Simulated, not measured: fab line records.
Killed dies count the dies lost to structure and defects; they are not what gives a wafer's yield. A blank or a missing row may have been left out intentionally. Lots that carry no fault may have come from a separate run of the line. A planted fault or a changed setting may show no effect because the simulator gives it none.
What tool caused it? ; flow nandHarc ; 14 lots, 42 wafers sampled, at 2 steps of a route of 1302

## WHAT EACH GAUGE READ, for each wafer
NHARC_A_ONON_D2_THK_MEAS_11: measures by ellipsometry. Usual: thkNm reads 1001 nm (standard deviation 9.4).
lot;measured;on;thkNm (nm);flag
L261;day 12 21:41;filmMetro-02;1008 1004 1004;
L262;day 13 09:14;filmMetro-02;999 1001 997;
L263;day 13 09:14;filmMetro-01;998 998 997;
L266;day 15 01:53;filmMetro-02;996 998 996;
L268;day 15 21:48;filmMetro-01;994 995 996;
L267;day 15 21:46;filmMetro-02;998 998 997;
L272;day 17 13:45;filmMetro-02;1003 1004 1001;
L275;day 19 08:53;filmMetro-01;1020 1020 1019;
L276;day 19 08:52;filmMetro-02;990 989 991;
L280;day 20 20:41;filmMetro-01;1006 1006 1004;
L281;day 21 02:35;filmMetro-02;1002 1000 1001;
L282;day 21 16:08;filmMetro-02;1005 1005 1007;
L283;day 21 16:08;filmMetro-01;976 979 975;
L284;day 22 02:40;filmMetro-02;1004 1005 1002;

## TOOL THAT RAN EACH LOT (tool first, then ch and the chambers of the sampled wafers, then the start)
lot;NHARC_A_DECK1_JOINT_ETCHBACK_00
L261;rieSi-05 ch 0,1,2, day 11 20:46
L262;rieSi-03 ch 0,3, day 12 02:19
L263;rieSi-04 ch 0,1,2, day 12 02:21
L266;rieSi-04 ch 1,2, day 13 20:57
L268;rieSi-03 ch 0,1,3, day 14 22:50
L267;rieSi-05 ch 1,3, day 14 22:50
L272;rieSi-03 ch 0,1,2, day 16 04:58
L275;rieSi-04 ch 0,1, day 17 18:29
L276;rieSi-05 ch 0,2, day 17 22:19
L280;rieSi-05 ch 0,2,3, day 19 20:56
L281;rieSi-05 ch 1,2,3, day 20 03:43
L282;rieSi-04 ch 0,3, day 20 12:59
L283;rieSi-05 ch 0,1,3, day 20 13:01
L284;rieSi-03 ch 0,1,2, day 20 20:29
- NHARC_A_DECK1_JOINT_ETCHBACK_00: etches the open film in HBr, target depth 30 nm, time 17.4 s.

## WHAT THE TOOLS THEMSELVES READ (means of the sampled wafers that have a number; where no wafer has one, the mark that the record gives instead)
NHARC_A_DECK1_JOINT_ETCHBACK_00. Usual: chamberPressureMTorr 14.998 mTorr, standard deviation 0.013; drypumpMotorCurrentA 5.7 A, standard deviation 0.61; hbrFlowSccm 150.0 sccm, standard deviation 0.44; oesProductAu 1.001 a.u., standard deviation 0.0091; throttleValvePct 23.266 %, standard deviation 0.0095.
lot;tool;chamberPressureMTorr (mTorr);drypumpMotorCurrentA (A);hbrFlowSccm (sccm);oesProductAu (a.u.);throttleValvePct (%);flag
L261;rieSi-05;14.979;6.1;149.8;1.006;23.263;
L262;rieSi-03;14.989;4.9;150.3;1.005;23.271;
L263;rieSi-04;15.004;6.1;149.5;1.003;23.259;
L266;rieSi-04;14.988;6.1;150.4;1.008;23.263;
L268;rieSi-03;15.004;5.5;149.5;0.997;23.271;
L267;rieSi-05;14.997;5.6;149.4;0.995;23.274;
L272;rieSi-03;15.005;5.7;150.1;1.006;23.259;
L275;rieSi-04;14.996;6.5;150.4;0.991;23.273;
L276;rieSi-05;15.012;6.2;149.9;1.008;23.271;
L280;rieSi-05;15.007;5.7;150.1;0.996;23.264;
L281;rieSi-05;14.990;5.7;149.6;0.994;23.260;
L282;rieSi-04;15.010;5.6;150.0;0.985;23.259;
L283;rieSi-05;15.007;5.6;150.2;0.997;23.271;
L284;rieSi-03;15.005;5.7;150.1;1.001;23.265;

## THE ANSWER, worked out from the rows above alone
Rule: lot off if the mean of its wafers having a number is beyond 3 standard deviations from the usual mean. Also off: a lot with no number at a reading for which 4 or more lots have one. All remaining lots with rows at the step are treated as sound. The gauges are gone through in route order, then the tools' own readings, and for those a lot's mean is taken as printed above. The first step at which some lot is off is used, and at that step the reading that is off furthest; a lot without a number counts as furthest.
No lot is off on any of the readings shown, so nothing can be concluded from this.

## WHAT THE SIMULATOR PUT IN
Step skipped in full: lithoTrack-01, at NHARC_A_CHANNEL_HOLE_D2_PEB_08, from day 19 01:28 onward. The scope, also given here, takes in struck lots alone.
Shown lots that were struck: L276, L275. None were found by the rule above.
